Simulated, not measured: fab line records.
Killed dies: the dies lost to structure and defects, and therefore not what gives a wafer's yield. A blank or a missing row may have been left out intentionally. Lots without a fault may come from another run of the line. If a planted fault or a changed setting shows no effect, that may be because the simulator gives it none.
Chamber matching	flow n5Finfet	3 sister chambers for N5_BEOL_M5_DEP_56 on pecvd-02
The step deposits SiCN from 3MS/NH3, target thk 8 nm, time 14 s. 6 wafers are shown with their chamber, then 8 later ones without.

## WAFERS WITH THEIR CHAMBER
wafer	chamber	showerheadPlenumPTorr (Torr)	throttleValvePct (%)
L082.3	2	3.646	9.0
L082.6	1	3.669	9.4
L083.1	2	3.646	9.0
L083.2	0	3.637	8.7
L083.3	1	3.661	9.0
L087.1	0	3.646	8.5

## WAFERS WITHOUT THEIR CHAMBER
wafer	showerheadPlenumPTorr (Torr)	throttleValvePct (%)
L087.4	3.649	8.7
L087.5	3.645	8.8
L089.2	3.669	9.2
L089.3	3.635	8.6
L089.5	3.667	9.2
L088.3	3.650	8.8
L088.5	3.639	9.1
L088.6	3.644	8.6

## CHAMBER TAKEN BY EACH
wafer	from the rows above	in truth
L087.4	can't be placed: 0 or 2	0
L087.5	can't be placed: 2 or 0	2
L089.2	1	1
L089.3	can't be placed: 0 or 2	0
L089.5	1	1
L088.3	can't be placed: 2 or 0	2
L088.5	can't be placed: 2 or 0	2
L088.6	can't be placed: 0 or 2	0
2 of 8 placed correctly. From these rows, 6 cannot be placed; in 6 the true chamber is one of the candidates. Placed wrongly: 0.
How it was worked out, from the rows above alone: a wafer's distance from a chamber is the root of the sum, over the readings, of the square of ((its reading less the chamber's mean) divided by the reading's scatter). If the next closest chamber is less than 2 further off than the closest, the wafer can't be placed; otherwise it belongs to the closest. A chamber's mean is the mean of its shown wafers. The scatter: take each reading less its chamber's mean, square it, sum over the shown wafers, divide by the number of wafers less the number of chambers, and take the root.
